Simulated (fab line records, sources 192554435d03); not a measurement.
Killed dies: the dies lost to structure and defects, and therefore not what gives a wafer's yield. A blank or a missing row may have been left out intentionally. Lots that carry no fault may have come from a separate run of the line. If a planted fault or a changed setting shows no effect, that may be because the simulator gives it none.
Which tool is to blame? -- flow n5Finfet -- Sampling: 24 lots, 72 wafers, 6 of 1938 route steps

WHAT EACH GAUGE READ, for each wafer
N5_BEOL_M13_INSPECT_30: inspects for defects (macro). Usual: rawDefectCount 2.2, standard deviation 1.5.
lot,measured,on,rawDefectCount,flag
L074,day 12 14:40,defectInspect-01,0 6 0,
L075,day 12 15:58,defectInspect-02,2 3 4,
L076,day 12 19:16,defectInspect-02,1 2 6,
L079,day 12 19:43,defectInspect-02,1 2 6,
L082,day 13 05:43,defectInspect-02,2 1 1,
L081,day 13 07:23,defectInspect-01,3 2 1,
L077,day 13 08:29,defectInspect-01,3 2 2,
L080,day 13 12:37,defectInspect-02,2 0 2,
L078,day 14 08:08,defectInspect-02,4 4 3,
L084,day 14 14:47,defectInspect-01,3 0 3,
L083,day 14 17:24,defectInspect-01,2 2 0,
L086,day 14 17:26,defectInspect-02,2 2 4,
L085,day 14 17:28,defectInspect-01,2 4 2,
L089,day 15 14:31,defectInspect-02,2 1 1,
L088,day 15 15:55,defectInspect-02,2 1 0,
L087,day 15 17:26,defectInspect-02,1 1 3,
L090,day 15 23:05,defectInspect-02,2 2 2,
L091,day 16 09:44,defectInspect-02,3 1 3,
L092,day 16 13:47,defectInspect-02,0 3 3,
L094,day 16 14:14,defectInspect-01,4 7 0,
L093,day 16 17:11,defectInspect-02,2 1 2,
L095,day 17 07:49,defectInspect-01,3 3 5,
L096,day 17 15:25,defectInspect-02,3 4 0,
L097,day 17 19:46,defectInspect-01,1 2 3,

N5_BEOL_M15_CD_MEAS_10: target cd 360 nm. Usual: cdNm 359.3 nm, standard deviation 1.6.
lot,measured,on,cdNm (nm),flag
L074,day 13 03:21,cdSem-03,359.0 355.8 361.1,
L075,day 13 07:18,cdSem-03,361.1 359.7 360.5,
L076,day 13 09:54,cdSem-02,357.8 360.1 359.1,
L079,day 13 10:37,cdSem-03,358.7 361.7 358.9,
L082,day 13 21:54,cdSem-03,360.1 359.7 357.5,
L081,day 14 01:40,cdSem-01,359.9 358.4 355.9,
L077,day 13 22:58,cdSem-01,359.2 360.8 355.7,
L080,day 14 12:59,cdSem-02,357.9 361.1 359.0,
L078,day 14 16:57,cdSem-03,360.3 361.8 363.0,
L084,day 15 01:00,cdSem-02,359.8 357.9 358.5,
L083,day 15 06:38,cdSem-01,360.6 358.7 360.9,
L086,day 15 08:59,cdSem-03,361.2 358.3 360.2,
L085,day 15 10:26,cdSem-02,360.1 360.9 359.3,
L089,day 16 05:04,cdSem-01,359.2 356.9 356.9,
L088,day 16 05:54,cdSem-03,358.3 356.7 360.3,
L087,day 16 08:21,cdSem-03,358.3 359.8 357.4,
L090,day 16 15:50,cdSem-01,361.3 358.9 358.4,
L091,day 17 01:17,cdSem-02,360.1 361.1 361.0,
L092,day 17 01:19,cdSem-01,360.4 360.6 361.3,
L094,day 17 02:01,cdSem-01,360.5 360.4 359.9,
L093,day 17 04:21,cdSem-01,360.0 358.6 360.4,
L095,day 17 17:15,cdSem-03,358.4 360.6 361.5,
L096,day 18 04:04,cdSem-03,361.5 357.0 357.8,
L097,day 18 05:32,cdSem-02,359.3 361.1 361.6,

TOOL THAT RAN EACH LOT (tool first, then ch and the chambers of the sampled wafers, then the start)
lot,N5_BEOL_M13_ANNEAL_48,N5_BEOL_M13_CMP_49,N5_BEOL_M14_SPUTTER_43,N5_BEOL_M15_ILD_DEP_00
L074,"rtpAnneal-01 ch 0, day 12 18:35","cmp-04 ch 2,3, day 12 18:49","pvdSputter-01, day 13 01:25","pecvd-04 ch 0,1, day 13 02:40"
L075,"rtpAnneal-01 ch 0, day 12 19:45","cmp-04 ch 0,2,3, day 12 20:10","pvdSputter-01, day 13 05:10","pecvd-02 ch 0,1, day 13 06:37"
L076,"rtpAnneal-01 ch 0, day 12 21:29","cmp-02 ch 0,1, day 12 21:46","pvdSputter-02, day 13 07:58","pecvd-01 ch 0,2, day 13 09:13"
L079,"rtpAnneal-02 ch 0, day 12 21:58","cmp-04 ch 0,1,2, day 12 22:17","pvdSputter-01, day 13 08:33","pecvd-02 ch 2, day 13 09:50"
L082,"rtpAnneal-02 ch 0, day 13 12:05","cmp-04 ch 1,2, day 13 12:23","pvdSputter-03, day 13 19:56","pecvd-02 ch 1,2, day 13 21:13"
L081,"rtpAnneal-01 ch 0, day 13 12:57","cmp-03 ch 0,2,3, day 13 13:19","pvdSputter-03, day 13 23:45","pecvd-04 ch 0, day 14 01:00"
L077,"rtpAnneal-02 ch 0, day 13 13:46","cmp-02 ch 0,2,3, day 13 14:08","pvdSputter-03, day 13 21:01","pecvd-04 ch 1,2, day 13 22:19"
L080,"rtpAnneal-01 ch 0, day 13 23:23","cmp-03 ch 1,2, day 13 23:41","pvdSputter-03, day 14 11:11","pecvd-01 ch 0,1,2, day 14 12:26"
L078,"rtpAnneal-01 ch 0, day 14 11:35","cmp-04 ch 1,2, day 14 11:56","pvdSputter-01, day 14 14:51","pecvd-02 ch 0,1,2, day 14 16:16"
L084,"rtpAnneal-01 ch 0, day 14 17:49","cmp-04 ch 2,3, day 14 18:04","pvdSputter-02, day 14 23:04","pecvd-02 ch 0,1,2, day 15 00:19"
L083,"rtpAnneal-01 ch 0, day 14 21:18","cmp-04 ch 1,2,3, day 14 21:35","pvdSputter-02, day 15 04:05","pecvd-04 ch 1,2, day 15 05:57"
L086,"rtpAnneal-01 ch 0, day 15 01:41","cmp-04 ch 2,3, day 15 01:56","pvdSputter-03, day 15 07:02","pecvd-01 ch 1,2, day 15 08:19"
L085,"rtpAnneal-02 ch 0, day 15 04:25","cmp-04 ch 0,1,2, day 15 04:53","pvdSputter-01, day 15 08:37","pecvd-04 ch 0,1,2, day 15 09:53"
L089,"rtpAnneal-02 ch 0, day 15 21:46","cmp-03 ch 1,2,3, day 15 22:09","pvdSputter-02, day 16 03:08","pecvd-01 ch 0,2, day 16 04:23"
L088,"rtpAnneal-01 ch 0, day 15 22:01","cmp-02 ch 1,2,3, day 15 22:22","pvdSputter-02, day 16 03:58","pecvd-01 ch 0,1,2, day 16 05:13"
L087,"rtpAnneal-02 ch 0, day 15 23:30","cmp-03 ch 0,1,3, day 15 23:55","pvdSputter-02, day 16 06:32","pecvd-01 ch 0,1,2, day 16 07:48"
L090,"rtpAnneal-02 ch 0, day 16 01:13","cmp-03 ch 1,3, day 16 01:31","pvdSputter-01, day 16 14:02","pecvd-02 ch 0,1, day 16 15:17"
L091,"rtpAnneal-01 ch 0, day 16 13:27","cmp-02 ch 0,1,3, day 16 13:49","pvdSputter-03, day 16 23:23","pecvd-01 ch 0,1,2, day 17 00:43"
L092,"rtpAnneal-02 ch 0, day 16 19:13","cmp-03 ch 0,1, day 16 19:28","pvdSputter-02, day 16 23:25","pecvd-04 ch 0,1, day 17 00:46"
L094,"rtpAnneal-02 ch 0, day 16 19:42","cmp-03 ch 0,1,3, day 16 20:00","pvdSputter-03, day 16 23:49","pecvd-02 ch 1,2, day 17 01:28"
L093,"rtpAnneal-02 ch 0, day 16 21:20","cmp-02 ch 0,3, day 16 21:35","pvdSputter-01, day 17 02:32","pecvd-01 ch 1,2, day 17 03:47"
L095,"rtpAnneal-01 ch 0, day 17 11:10","cmp-02 ch 1,2,3, day 17 11:26","pvdSputter-02, day 17 15:17","pecvd-04 ch 0,1,2, day 17 16:40"
L096,"rtpAnneal-02 ch 0, day 17 18:56","cmp-04 ch 1,2,3, day 17 19:14","pvdSputter-01, day 18 02:04","pecvd-01 ch 0,1, day 18 03:24"
L097,"rtpAnneal-01 ch 0, day 17 22:46","cmp-02 ch 0,2, day 17 23:02","pvdSputter-03, day 18 03:35","pecvd-02 ch 0,1, day 18 04:52"
- N5_BEOL_M13_ANNEAL_48: time 90 s.
- N5_BEOL_M13_CMP_49: polishes, stops on SiOC, t overpolish 17.1 s, target thk 420 nm.
- N5_BEOL_M14_SPUTTER_43: material TaN, target thk 15 nm, time 24.19 s.
- N5_BEOL_M15_ILD_DEP_00: deposits SiO2 from TEOS/O2, target thk 1629.3 nm, time 346.1 s.

WHAT THE TOOLS THEMSELVES READ (means of the sampled wafers that have a number; where no wafer has one, the mark that the record gives instead)
N5_BEOL_M13_ANNEAL_48. Usual: annealTempC 224.98 C, standard deviation 0.15; wafer_temp_C_max 226.5, standard deviation 0.47.
lot,tool,annealTempC (C),wafer_temp_C_max,flag
L074,rtpAnneal-01,224.92,227.2,
L075,rtpAnneal-01,224.82,226.4,
L076,rtpAnneal-01,225.08,226.7,
L079,rtpAnneal-02,224.90,226.4,
L082,rtpAnneal-02,224.88,226.1,
L081,rtpAnneal-01,225.08,226.8,
L077,rtpAnneal-02,224.95,225.8,
L080,rtpAnneal-01,224.93,226.5,
L078,rtpAnneal-01,225.08,226.9,
L084,rtpAnneal-01,225.00,227.1,
L083,rtpAnneal-01,224.98,226.5,
L086,rtpAnneal-01,224.95,226.6,
L085,rtpAnneal-02,224.74,226.3,
L089,rtpAnneal-02,225.01,226.5,
L088,rtpAnneal-01,225.01,226.9,
L087,rtpAnneal-02,225.01,226.2,
L090,rtpAnneal-02,224.96,226.0,
L091,rtpAnneal-01,225.05,226.9,
L092,rtpAnneal-02,224.79,226.0,
L094,rtpAnneal-02,224.92,226.2,
L093,rtpAnneal-02,224.87,226.1,
L095,rtpAnneal-01,224.96,227.5,
L096,rtpAnneal-02,224.93,226.1,
L097,rtpAnneal-01,225.20,226.8,

N5_BEOL_M13_CMP_49. Usual: barrierFieldEndpointS 30.0 s, standard deviation 0.75; motorCurrentA 6.0 A, standard deviation 0.72; overpolishRunS 17.100 s, standard deviation 0.0075; slurryFlowMlMin 150.0, standard deviation 0.49.
lot,tool,barrierFieldEndpointS (s),motorCurrentA (A),overpolishRunS (s),slurryFlowMlMin,flag
L074,cmp-04,29.7,5.6,17.093,150.0,
L075,cmp-04,30.0,5.5,17.096,149.8,
L076,cmp-02,30.9,5.7,17.104,149.9,
L079,cmp-04,29.5,5.4,17.095,149.9,
L082,cmp-04,30.9,5.5,17.103,150.3,
L081,cmp-03,30.5,6.1,17.100,150.4,
L077,cmp-02,30.8,6.3,17.098,150.5,
L080,cmp-03,29.3,6.6,17.103,150.0,
L078,cmp-04,29.8,5.8,17.103,150.4,
L084,cmp-04,31.0,5.8,17.102,150.0,
L083,cmp-04,30.7,6.0,17.104,149.4,
L086,cmp-04,30.0,6.5,17.093,149.2,
L085,cmp-04,30.4,5.4,17.096,149.8,
L089,cmp-03,29.8,6.2,17.096,150.0,
L088,cmp-02,29.3,6.1,17.109,150.0,
L087,cmp-03,29.8,6.4,17.107,149.6,
L090,cmp-03,29.2,6.1,17.098,149.8,
L091,cmp-02,29.6,6.1,17.101,149.8,
L092,cmp-03,30.3,7.1,17.100,149.9,
L094,cmp-03,29.2,6.6,17.100,150.3,
L093,cmp-02,30.2,6.2,17.102,149.4,
L095,cmp-02,30.4,6.0,17.099,149.7,
L096,cmp-04,30.3,6.0,17.093,150.1,
L097,cmp-02,30.1,6.3,17.093,150.3,

N5_BEOL_M14_SPUTTER_43. Usual: throttleValvePct 30.1 %, standard deviation 1.4.
lot,tool,throttleValvePct (%),flag
L074,pvdSputter-01,30.0,
L075,pvdSputter-01,29.8,
L076,pvdSputter-02,30.4,
L079,pvdSputter-01,29.1,
L082,pvdSputter-03,28.3,
L081,pvdSputter-03,31.1,
L077,pvdSputter-03,30.2,
L080,pvdSputter-03,29.0,
L078,pvdSputter-01,29.5,
L084,pvdSputter-02,30.0,
L083,pvdSputter-02,30.8,
L086,pvdSputter-03,28.1,
L085,pvdSputter-01,30.7,
L089,pvdSputter-02,30.7,
L088,pvdSputter-02,30.3,
L087,pvdSputter-02,30.0,
L090,pvdSputter-01,30.3,
L091,pvdSputter-03,31.1,
L092,pvdSputter-02,30.5,
L094,pvdSputter-03,29.0,
L093,pvdSputter-01,29.4,
L095,pvdSputter-02,30.6,
L096,pvdSputter-01,30.3,
L097,pvdSputter-03,31.2,

N5_BEOL_M15_ILD_DEP_00. Usual: heaterPowerW 529 W, standard deviation 110; showerheadPlenumPTorr 8.33 Torr, standard deviation 0.043; showerheadVppV 1849 V, standard deviation 120; throttleValvePct 18.6 %, standard deviation 0.56.
lot,tool,heaterPowerW (W),showerheadPlenumPTorr (Torr),showerheadVppV (V),throttleValvePct (%),flag
L074,pecvd-04,699,8.32,1867,18.3,
L075,pecvd-02,517,8.36,2021,18.7,
L076,pecvd-01,485,8.29,1833,18.0,
L079,pecvd-02,473,8.37,1664,18.3,
L082,pecvd-02,553,8.35,1957,18.7,
L081,pecvd-04,714,8.39,1833,18.8,
L077,pecvd-04,593,8.33,1804,18.2,
L080,pecvd-01,502,8.30,1796,18.5,
L078,pecvd-02,557,8.35,1919,18.7,
L084,pecvd-02,535,8.34,1930,18.7,
L083,pecvd-04,546,8.31,1836,17.9,
L086,pecvd-01,468,8.33,1744,19.0,
L085,pecvd-04,634,8.35,1820,18.4,
L089,pecvd-01,480,8.27,1858,18.4,
L088,pecvd-01,495,8.31,1813,18.6,
L087,pecvd-01,429,8.30,1788,18.5,
L090,pecvd-02,573,8.33,2075,18.9,
L091,pecvd-01,446,8.31,1802,18.7,
L092,pecvd-04,747,8.36,1877,18.6,
L094,pecvd-02,565,8.35,1939,18.9,
L093,pecvd-01,464,8.31,1797,18.3,
L095,pecvd-04,648,8.35,1826,18.4,
L096,pecvd-01,486,8.29,1821,19.0,
L097,pecvd-02,516,8.35,2033,18.7,

THE ANSWER, worked out from the rows above alone
Rule: lot off if the mean of its wafers having a number is beyond 3 standard deviations from the usual mean. Also off: a lot with no number at a reading for which 4 or more lots have one. Any other lot the step has rows for is counted as sound. The gauges are gone through in route order, then the tools' own readings, and for those a lot's mean is taken as printed above. At the first step where some lot is off, the reading lying furthest off is the one used; lots without a number count as furthest.
Nothing can be told from this: no lot is off at any reading shown.

WHAT HAD BEEN PUT IN BY THE SIMULATOR
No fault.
